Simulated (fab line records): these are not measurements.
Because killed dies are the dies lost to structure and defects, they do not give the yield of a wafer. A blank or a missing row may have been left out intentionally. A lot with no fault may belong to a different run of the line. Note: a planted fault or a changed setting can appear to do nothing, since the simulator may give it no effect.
fab line records	flow n5_finfet
[record] lots = 7	wafers = 19	last_day = 18
route steps=1938 shown HKMG_FIN@390 BEOL_M4@1111 PASSIVATION@1936
lots that met no fault: taken from a fault-free run of the same line
start_h: start of the lot's first displayed wafer, in hours after the record's first day	wait_h: hours from the lot's prior step to this one	" the same as in the row above	L1.1+2: several wafers, shown together as one row	- either no value or no given start	* or withheld: withheld	< > ~ a bound
route shown NAME@n: NAME is a module with steps in the file, n the number in the route of the first one	usual: mean/standard deviation of fault-free wafers	same: alike in all rows	chamber/n: place in a boat	sites: readings site by site	_std_site: the standard deviation of these	_edge_site: outer sites' mean less inner sites'	radius_mm: for every site, how far away it sits from the centre of the wafer	mask NAME#n: copy n	behind: the last tool/chamber to shape the wafer	hold: the reason the lot was held/the length of the hold in hours/how it ended	device: whichever transistor did not switch (one of n, p or np)	end of line: tests of these same wafers at the route's end	a step without rows: its recipe alone	killed: at the first sort, the dies lost to defects and structure; wafer yield is something else	map: per-die view of a wafer (x killed, . not killed, _ where there is no die)
set.NAME: setting as actually run; set.NAME@STEP: the setting as run at that earlier step	model.NAME: the simulator's own value behind a step, which no gauge read
lots at some steps of the route; a table a step, a row a wafer
services: from which hour (start_h, from the record's first day; less than 0 if before it) a tool's chamber was out of use, for how many hours, and why
[[steps]]
[step N5_HKMG_FIN_COAT_41]
[recipe] resist = SOC	temp_c = 250	time_s = 60	spin_rpm = 1500	resist_thk_nm = 300
[step N5_HKMG_FIN_COAT_42]
[recipe] resist = SiARC	temp_c = 220	time_s = 60	spin_rpm = 1500	resist_thk_nm = 35
[step N5_HKMG_FIN_COAT_43]
[recipe] resist = CAR-ArF	spin_rpm = 1500	resist_thk_nm = 90
[step N5_HKMG_FIN_EBR_45]
[recipe] solvent = PGMEA	ebr_width_mm = 1.5
[step N5_HKMG_FIN_SOFTBAKE_44]
[recipe] temp_c = 110	time_s = 60	resist = CAR-ArF
[step N5_HKMG_FIN_EXPOSE_46]
[recipe] mask_id = NDIPOLE	na = 1.35	source_shape = conventional	sigma_outer = 0.8	polarization = unpolarized	dose_mj = 40
[step N5_HKMG_FIN_PEB_47]
[recipe] peb_temp_c = withheld	peb_time_s = 60	resist = CAR-ArF
[step N5_HKMG_FIN_DEVELOP_48]
[recipe] develop_time_s = 30	developer = TMAH	resist = CAR-ArF	rinse_liquid = diw	dry = air_spin	dev_temp_c = 23
[step N5_HKMG_FIN_CD_MEAS_49]
[recipe] target_cd_nm = 202	landing_energy_ev = 500	detector = se_inlens	polarity = opening
[usual] cd_nm = 202.0/0.72
lot.wafer	tool	chamber	start_h	wait_h	cd_nm
L819.1	cd_sem-03	0	79.20	-	200.6
L819.3	"	0	"	"	201.5
L819.5	"	0	"	"	200.4
L823.4	cd_sem-01	0	103.58	-	202.8
L823.5	"	0	"	"	202.2
L823.6	"	0	"	"	202.6
L829.3	cd_sem-03	0	138.48	-	201.5
L829.6	"	0	"	"	201.9
L831.3	cd_sem-03	0	148.75	-	201.9
L831.6	"	0	"	"	201.4
L833.2	cd_sem-02	0	164.39	-	202.2
L833.3	"	0	"	"	201.1
L833.4	"	0	"	"	202.2
L837.2	cd_sem-02	0	188.24	-	201.8
L837.3	"	0	"	"	202.8
L837.5	"	0	"	"	202.0
L841.2	cd_sem-02	0	212.66	-	201.2
L841.3	"	0	"	"	201.4
L841.4	"	0	"	"	202.9
[step N5_HKMG_FIN_OVL_MEAS_50]
[recipe] points_per_wafer = 44
[usual] NDIPOLE_OVL = -0.3/0.73
lot.wafer	tool	chamber	start_h	wait_h	NDIPOLE_OVL[nm]
L819.1	overlay-02	0	79.23	0.0	-0.8
L819.3	"	0	"	"	-2.2
L819.5	"	0	"	"	-1.4
L823.4	overlay-01	0	103.61	0.0	0.0
L823.5	"	0	"	"	-0.1
L823.6	"	0	"	"	0.7
L829.3	overlay-02	0	138.51	0.0	-1.1
L829.6	"	0	"	"	-1.0
L831.3	overlay-02	0	148.78	0.0	-0.5
L831.6	"	0	"	"	-0.5
L833.2	overlay-02	0	164.42	0.0	-0.3
L833.3	"	0	"	"	-0.6
L833.4	"	0	"	"	-0.8
L837.2	overlay-01	0	188.27	0.0	-0.1
L837.3	"	0	"	"	-0.1
L837.5	"	0	"	"	0.3
L841.2	overlay-01	0	212.69	0.0	-0.3
L841.3	"	0	"	"	-0.3
L841.4	"	0	"	"	-0.3
[step N5_HKMG_FIN_INSPECT_61]
[recipe] mode = adi	inspect_instrument = macro
[usual] raw_defect_count = 2.0/1.3
lot.wafer	tool	chamber	start_h	wait_h	raw_defect_count
L819.1	defect_inspect-01	-	79.25	0.0	3
L819.3	"	-	"	"	1
L819.5	"	-	"	"	3
L823.4	defect_inspect-01	-	103.64	0.0	3
L823.5	"	-	"	"	2
L823.6	"	-	"	"	2
L829.3	defect_inspect-02	-	138.53	0.0	2
L829.6	"	-	"	"	2
L831.3	defect_inspect-01	-	148.80	0.0	4
L831.6	"	-	"	"	2
L833.2	defect_inspect-02	-	164.44	0.0	1
L833.3	"	-	"	"	1
L833.4	"	-	"	"	3
L837.2	defect_inspect-01	-	188.29	0.0	3
L837.3	"	-	"	"	4
L837.5	"	-	"	"	2
L841.2	defect_inspect-01	-	212.72	0.0	3
L841.3	"	-	"	"	1
L841.4	"	-	"	"	0
[step N5_HKMG_FIN_DESCUM_53]
[recipe] chemistry = O2	time_s = 7.9	source_power_w = 50	bias_power_w = 20	pressure_mtorr = 20	rf_frequency_hz = 2.712e+07	temp_c = 40	resist = CAR-ArF	o2_flow_sccm = 225
[usual] drypump_motor_current_A = 5.8/0.46	oes_product_au = 0.76/0.089	rf_vpp_V = 242.6/1.2	showerhead_plenum_p_Torr = 2.06/0.059	throttle_valve_pct = 20.4/0.31
lot.wafer	tool	chamber	start_h	wait_h	drypump_motor_current_A	oes_product_au	rf_hours_counter_h	rf_vpp_V	showerhead_plenum_p_Torr	throttle_valve_pct
L819.1	rie_diel-05	2	79.81	0.6	5.1	0.73	175	244.6	2.17	20.2
L819.3	"	1	"	"	6.1	0.95	6	243.5	2.07	20.1
L819.5	"	2	"	"	5.1	0.74	-	245.7	2.17	20.2
L823.4	rie_diel-06	0	103.67	0.0	6.7	0.70	227	242.7	2.06	20.7
L823.5	"	0	"	"	6.6	0.70	-	242.9	2.06	20.7
L823.6	"	3	"	"	6.5	0.91	-	241.8	2.02	20.1
L829.3	rie_diel-05	1	138.56	0.0	6.1	0.90	28	242.6	2.06	20.2
L829.6	"	1	"	"	6.1	0.90	-	241.6	2.06	20.2
L831.3	rie_diel-05	2	148.83	0.0	5.1	0.73	195	244.6	2.17	20.2
L831.6	"	1	"	"	6.1	0.88	-	242.5	2.06	20.2
L833.2	rie_diel-05	1	164.48	0.0	6.1	0.88	39	241.9	2.06	20.2
L833.3	"	0	"	"	5.7	0.69	237	239.6	2.01	20.8
L833.4	"	1	"	"	6.0	0.88	-	242.4	2.06	20.2
L837.2	rie_diel-04	2	188.42	0.1	5.8	0.72	181	244.9	2.19	20.7
L837.3	"	3	"	"	5.3	0.88	37	242.8	2.04	19.9
L837.5	"	2	"	"	5.8	0.72	-	244.4	2.19	20.7
L841.2	rie_diel-04	2	214.02	1.3	5.8	0.71	193	244.0	2.18	20.7
L841.3	"	3	"	"	5.3	0.85	49	241.9	2.03	19.9
L841.4	"	1	"	"	5.3	0.70	-	240.4	2.00	20.1
[step N5_HKMG_FIN_ETCH_54]
[recipe] chemistry = CF4	target = SiARC	target_depth_a = 455	mask_material = CAR-ArF	time_s = 75.8	ion_energy_ev = 80	pressure_mtorr = 40	source_w = 545	bias_w = 36	Ar_flow_sccm = 100	cf4_flow_sccm = 100	ends = cleared
[usual] drypump_motor_current_A = 5.8/0.46	etch_rf_on_time_s = 75.1/2.4	oes_product_au = 0.66/0.082	rf_vpp_V = 183.6/1.1	showerhead_plenum_p_Torr = 2.10/0.067	throttle_valve_pct = 15.59/0.29
lot.wafer	tool	chamber	start_h	wait_h	drypump_motor_current_A	etch_rf_on_time_s	oes_product_au	rf_hours_counter_h	rf_vpp_V	showerhead_plenum_p_Torr	throttle_valve_pct
L819.1	rie_diel-05	2	79.85	0.0	5.1	77.6	0.62	175	185.2	2.24	15.56
L819.3	"	1	"	"	6.1	73.3	0.81	6	183.5	2.11	15.16
L819.5	"	2	"	"	5.1	78.1	0.62	-	184.1	2.24	15.57
L823.4	rie_diel-06	0	103.70	0.0	6.6	76.5	0.60	227	184.2	2.13	16.00
L823.5	"	0	"	"	6.6	76.1	0.60	-	184.9	2.13	16.01
L823.6	"	3	"	"	6.5	70.0	0.80	-	184.1	2.07	15.26
L829.3	rie_diel-05	1	138.60	0.0	6.1	91.7	0.68	28	182.7	2.10	15.21
L829.6	"	1	"	"	6.1	74.0	0.76	-	183.9	2.10	15.20
L831.3	rie_diel-05	2	148.87	0.0	5.1	96.5	0.54	195	184.4	2.24	15.59
L831.6	"	1	"	"	6.0	74.6	0.75	-	183.8	2.10	15.22
L833.2	rie_diel-05	1	164.51	0.0	6.1	73.2	0.75	39	184.5	2.10	15.23
L833.3	"	0	"	"	5.7	92.4	0.52	237	182.1	2.03	15.87
L833.4	"	1	"	"	6.0	73.3	0.75	-	183.3	2.10	15.23
L837.2	rie_diel-04	2	188.45	0.0	5.8	75.8	0.62	181	184.8	2.20	15.72
L837.3	"	3	"	"	5.3	73.2	0.77	37	183.7	2.09	15.16
L837.5	"	2	"	"	5.8	76.2	0.62	-	185.2	2.20	15.72
L841.2	rie_diel-04	2	214.05	0.0	5.8	76.8	0.62	193	186.5	2.20	15.76
L841.3	"	3	"	"	5.3	74.9	0.74	49	183.2	2.09	15.18
L841.4	"	1	"	"	5.2	77.6	0.60	-	181.8	2.05	15.40
[step N5_HKMG_FIN_ETCH_55]
[recipe] chemistry = N2/H2	target = SOC	target_depth_a = 2400	temp_c = 40	time_s = 300	ion_energy_ev = 200	mask_material = SiARC	pressure_mtorr = 30	source_w = 840	bias_w = 150	n2_flow_sccm = 200	h2_flow_sccm = 200
[usual] drypump_motor_current_A = 5.8/0.46	oes_product_au = 0.77/0.095	rf_vpp_V = 522.4/2.3	showerhead_plenum_p_Torr = 2.50/0.08	throttle_valve_pct = 17.83/0.26
lot.wafer	tool	chamber	start_h	wait_h	drypump_motor_current_A	oes_product_au	rf_hours_counter_h	rf_vpp_V	showerhead_plenum_p_Torr	throttle_valve_pct
L819.1	rie_diel-05	2	79.90	0.0	5.1	0.72	175	527.9	2.65	17.69
L819.3	"	1	"	"	6.1	0.95	6	523.4	2.52	17.60
L819.5	"	2	"	"	5.1	0.72	-	527.3	2.65	17.68
L823.4	rie_diel-06	0	103.76	0.0	6.7	0.70	227	523.2	2.49	18.01
L823.5	"	0	"	"	6.7	0.70	-	521.6	2.49	18.02
L823.6	"	3	"	"	6.5	0.95	-	522.5	2.49	17.70
L829.3	rie_diel-05	1	138.65	0.0	6.1	0.89	28	522.9	2.51	17.63
L829.6	"	1	"	"	6.1	0.90	-	522.8	2.51	17.62
L831.3	rie_diel-05	2	148.93	0.0	5.1	0.71	196	527.9	2.64	17.72
L831.6	"	1	"	"	6.1	0.88	-	520.6	2.51	17.63
L833.2	rie_diel-05	1	164.57	0.0	6.1	0.87	39	521.3	2.51	17.65
L833.3	"	0	"	"	5.8	0.69	237	521.6	2.38	17.86
L833.4	"	1	"	"	6.1	0.88	-	521.4	2.51	17.66
L837.2	rie_diel-04	2	188.51	0.0	5.8	0.73	181	526.0	2.65	18.08
L837.3	"	3	"	"	5.4	0.89	37	521.7	2.48	17.33
L837.5	"	2	"	"	5.8	0.73	-	528.4	2.65	18.08
L841.2	rie_diel-04	2	214.11	0.0	5.8	0.72	193	528.3	2.64	18.09
L841.3	"	3	"	"	5.3	0.87	49	521.5	2.47	17.35
L841.4	"	1	"	"	5.2	0.69	-	520.8	2.42	17.48
[step N5_BEOL_M4_RC_MEAS_101]
[usual] DIBL_N = 36.0/2.5	DIBL_P = 36.7/3	IOFF_N = 0.16/0.043	IOFF_P = 0.21/0.049	ION_N = 673/15	ION_P = 461/9.8	SS_N = 71.5/0.83	SS_P = 73.4/0.83	VT_N = 250/4	VT_P = -251/4
lot.wafer	tool	chamber	start_h	wait_h	DIBL_N[mV/V]	DIBL_P[mV/V]	IOFF_N[nA/um]	IOFF_P[nA/um]	ION_N[uA/um]	ION_P[uA/um]	SS_N[mV/dec]	SS_P[mV/dec]	VT_N[mV]	VT_P[mV]
L819.1	prober-02	0	160.65	0.0	33.3	31.5	0.10	0.14	646	447	70.4	72.7	257	-257
L819.3	"	0	"	"	34.0	31.9	0.10	0.14	639	446	70.9	72.6	256	-259
L819.5	"	0	"	"	38.0	37.0	0.18	0.20	681	458	72.0	74.1	248	-254
L823.4	prober-01	0	192.83	0.5	37.2	39.0	0.17	0.25	676	464	71.2	73.3	247	-248
L823.5	"	0	"	"	37.2	37.7	0.15	0.21	664	455	71.4	72.9	250	-250
L823.6	"	0	"	"	37.6	38.0	0.16	0.24	678	471	71.9	73.2	249	-247
L831.3	prober-01	0	239.71	0.3	38.1	39.2	0.18	0.26	668	460	72.2	74.2	251	-250
L831.6	"	0	"	"	39.1	37.0	0.19	0.21	680	453	72.6	73.7	250	-252
L829.3	prober-02	0	242.34	0.3	36.3	36.6	0.18	0.21	697	467	71.0	73.8	249	-252
L829.6	"	0	"	"	39.2	40.1	0.22	0.27	691	482	72.9	74.1	247	-249
L833.2	prober-01	0	266.77	0.2	37.9	40.2	0.20	0.28	682	472	72.1	74.6	247	-245
L833.3	"	0	"	"	36.3	37.5	0.17	0.23	667	457	71.5	73.8	250	-246
L833.4	"	0	"	"	34.1	35.2	0.13	0.19	667	459	71.5	73.1	253	-251
L837.2	prober-02	0	288.42	0.2	33.4	34.1	0.10	0.14	640	445	70.4	73.1	257	-256
L837.3	"	0	"	"	40.5	42.6	0.25	0.28	683	463	72.7	75.8	248	-250
L837.5	"	0	"	"	37.1	39.3	0.18	0.23	681	462	72.0	74.0	248	-252
L841.2	prober-01	0	325.48	0.2	35.5	36.3	0.13	0.16	666	456	71.7	72.6	255	-257
L841.3	"	0	"	"	36.5	37.3	0.14	0.17	651	443	71.4	73.3	255	-254
L841.4	"	0	"	"	30.5	30.2	0.08	0.10	635	435	69.7	71.2	258	-264
[step N5_PASSIVATION_PROBE_49]
[usual] defect_limited_yield = 91.1/1.5	killed_at_M0_to_M3 = 37/11	killed_at_M4_up = 13/5.6	killed_at_contacts = 12/5.6	killed_at_front_end = 39/11	killed_at_other = 4/3.1	killed_dies = 105/18	killed_open = 69/13	killed_short = 35/7.4	sort_bin_5_function = 5.1/0.92	sort_bin_6_memory = 3.4/0.76	sort_bin_8_speed = 0.02/0.11	sort_n_pass = 1075/18	sort_yield_pct = 91.1/1.5
[same] gross_dies = 1180	killed_at_back_side = 0	sort_bin_4_leakage[%] = 0
lot.wafer	tool	chamber	start_h	wait_h	defect_limited_yield[%]	killed_at_M0_to_M3	killed_at_M4_up	killed_at_contacts	killed_at_front_end	killed_at_other	killed_dies	killed_open	killed_short	sort_bin_5_function[%]	sort_bin_6_memory[%]	sort_bin_8_speed[%]	sort_n_pass	sort_yield_pct[%]
L823.4	prober-01	-	290.54	0.2	91.4	30	11	15	42	3	101	59	40	5.2	2.9	0	1079	91.4
L823.5	prober-01	-	290.59	0.2	88.1	43	18	13	61	5	140	85	45	6.7	3.9	0	1040	88.1
L823.6	prober-01	-	290.64	0.3	90.1	27	17	10	62	1	117	70	46	6.2	3.4	0	1063	90.1
// killed by level:class
L823.4 FIN_SAQP:geometric_particle:short=14 MOL_CONTACT_COAG:geometric_particle:open=13 BEOL_M0_SAQP:geometric_particle:short=11 FIN_SAQP:geometric_particle:open=9 BEOL_M0_SAQP:geometric_particle:open=5 BEOL_M4:geometric_particle:open=5 STARTING-WAFER:geometric_particle:short=5 STI_FIN_REVEAL:geometric_particle:open=4
L823.5 BEOL_M0_SAQP:geometric_particle:open=16 FIN_SAQP:geometric_particle:open=15 BEOL_M0_SAQP:geometric_particle:short=13 FIN_SAQP:geometric_particle:short=12 GATE_CUT:geometric_particle:short=10 MOL_CONTACT_COAG:geometric_particle:open=10 BEOL_M4:geometric_particle:open=9 GATE_CUT:geometric_particle:open=8
L823.6 FIN_SAQP:geometric_particle:open=13 FIN_SAQP:geometric_particle:short=11 GATE_CUT:geometric_particle:short=11 STI_FIN_REVEAL:geometric_particle:open=9 MOL_CONTACT_COAG:geometric_particle:open=9 BEOL_M0_SAQP:geometric_particle:short=9 BEOL_M4:geometric_particle:open=8 BEOL_M0_SAQP:geometric_particle:open=6
[[services]]
tool	chamber	start_h	hours	kind
rie_diel-06	-	59.51	0.8	repair
rie_diel-05	2	59.86	3.2	repair
rie_diel-05	-	63.26	0.9	repair
rie_diel-05	2	90.55	4.2	repair
rie_diel-06	0	107.86	29.5	repair
rie_diel-05	2	112.56	7.4	repair
rie_diel-04	2	130.36	10.1	repair
rie_diel-05	3	134.08	65.0	repair
rie_diel-05	1	183.09	9.7	repair
rie_diel-06	0	194.55	-	clean
rie_diel-06	0	194.55	-	consumable_replace:focus_ring
rie_diel-06	0	194.55	34.3	scheduled_down
rie_diel-06	0	194.55	34.3	vent_cycle
rie_diel-05	0	199.06	-	clean
rie_diel-05	0	199.06	-	consumable_replace:focus_ring
rie_diel-05	0	199.06	-	consumable_replace:showerhead
rie_diel-05	0	199.06	18.2	scheduled_down
rie_diel-05	0	199.06	18.2	vent_cycle
rie_diel-04	0	205.22	-	clean
rie_diel-04	0	205.22	-	consumable_replace:focus_ring
rie_diel-04	0	205.22	-	consumable_replace:showerhead
rie_diel-04	0	205.22	14.1	scheduled_down
rie_diel-04	0	205.22	14.1	vent_cycle
rie_diel-05	3	209.61	4.5	repair
[[key]]
[first_sign] step = N5_HKMG_FIN_ETCH_54	reading = etch_rf_on_time_s	direction = up	sigmas = 7.6	usual = *	struck = *
effect none on later readings
met_at N5_HKMG_FIN_ETCH_54
struck_wafers L829.3,L831.3,L833.3
onset_between 79.85 138.60
[fault] kind = process_parameter_drift	tool = rie_diel-05	chamber = -	onset_h = 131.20	steps = N5_HKMG_FIN_ETCH_54	channel = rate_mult	offset = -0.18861	shape = step	end_h = 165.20	scope = struck_wafers_only
